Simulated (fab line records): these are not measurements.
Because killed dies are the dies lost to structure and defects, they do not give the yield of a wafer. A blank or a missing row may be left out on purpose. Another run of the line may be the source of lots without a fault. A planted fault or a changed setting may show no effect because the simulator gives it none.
Matching of chambers + flow nand harc + NHARC_P_ZERO_WELL_DESCUM_13 on rie diel-03 has 4 sister chambers
The step chemistry O2, time 3 s. 20 wafers are shown with their chamber, then 10 later ones without.

## EACH WAFER AND ITS CHAMBER
| wafer  | chamber | drypump motor current A (A) | showerhead plenum p Torr (Torr) | rf vpp V (V) |
|--------|---------|-----------------------------|---------------------------------|--------------|
| L074.2 | 3       | 5.4                         | 1.86                            | 56.9         |
| L074.5 | 3       | 5.4                         | 1.86                            | 56.7         |
| L074.6 | 0       | 6.2                         | 1.88                            | 59.0         |
| L075.1 | 3       | 5.4                         | 1.86                            | 56.7         |
| L075.2 | 0       | 6.3                         | 1.88                            | 57.8         |
| L075.5 | 0       | 6.3                         | 1.88                            | 56.8         |
| L079.2 | 2       | 5.2                         | 2.03                            | 59.6         |
| L079.3 | 3       | 5.4                         | 1.86                            | 57.3         |
| L079.6 | 0       | 6.3                         | 1.87                            | 57.2         |
| L081.1 | 3       | 5.4                         | 1.86                            | 58.1         |
| L081.3 | 0       | 6.3                         | 1.87                            | 58.4         |
| L081.5 | 3       | 5.4                         | 1.86                            | 58.0         |
| L087.2 | 1       | 6.2                         | 1.79                            | 57.0         |
| L087.3 | 2       | 5.2                         | 2.02                            | 58.9         |
| L087.5 | 3       | 5.3                         | 1.85                            | 56.7         |
| L088.2 | 1       | 6.2                         | 1.79                            | 55.2         |
| L088.3 | 0       | 6.3                         | 1.87                            | 57.7         |
| L088.6 | 1       | 6.2                         | 1.79                            | 56.7         |
| L090.3 | 3       | 5.4                         | 1.85                            | 57.0         |
| L090.4 | 2       | 5.2                         | 2.02                            | 57.2         |

SIGNATURES (means of the wafers above)
| reading                  | chamber 0 | chamber 1 | chamber 2 | chamber 3 | scatter within a chamber |
|--------------------------|-----------|-----------|-----------|-----------|--------------------------|
| drypump motor current A  | 6.283     | 6.200     | 5.200     | 5.388     | 0.0327                   |
| showerhead plenum p Torr | 1.8750    | 1.7900    | 2.0233    | 1.8575    | 0.00479                  |
| rf vpp V                 | 57.817    | 56.300    | 58.567    | 57.175    | 0.807                    |
Rule: a wafer's distance from a chamber is the root of the sum, over the readings, of the square of ((its reading less the chamber's mean) divided by the reading's scatter). If the next closest chamber is less than 2 further off than the closest, the wafer can't be placed; otherwise it belongs to the closest. The scatter: the root of (the sum of the squares of (reading less its chamber's mean) over the shown wafers, divided by (wafers less chambers)).

## WAFERS WITHOUT THEIR CHAMBER
| wafer  | drypump motor current A (A) | showerhead plenum p Torr (Torr) | rf vpp V (V) |
|--------|-----------------------------|---------------------------------|--------------|
| L090.5 | 5.2                         | 2.02                            | 58.3         |
| L095.3 | 6.3                         | 1.86                            | 58.2         |
| L095.4 | 5.2                         | 2.01                            | 57.7         |
| L095.5 | 6.2                         | 1.78                            | 57.2         |
| L096.1 | 6.2                         | 1.78                            | 56.7         |
| L096.3 | 5.2                         | 2.01                            | 57.4         |
| L096.5 | 6.3                         | 1.86                            | 58.3         |
| L097.2 | 5.4                         | 1.84                            | 56.7         |
| L097.4 | 6.2                         | 1.86                            | 59.1         |
| L097.6 | 5.4                         | 1.84                            | 56.9         |

## CHAMBER TAKEN BY EACH
| wafer  | from the rows above | in truth |
|--------|---------------------|----------|
| L090.5 | 2                   | 2        |
| L095.3 | 0                   | 0        |
| L095.4 | 2                   | 2        |
| L095.5 | 1                   | 1        |
| L096.1 | 1                   | 1        |
| L096.3 | 2                   | 2        |
| L096.5 | 0                   | 0        |
| L097.2 | 3                   | 3        |
| L097.4 | 0                   | 0        |
| L097.6 | 3                   | 3        |
Placed correctly: 10 of 10. Not placeable from these rows: 0. Wrongly placed: 0.
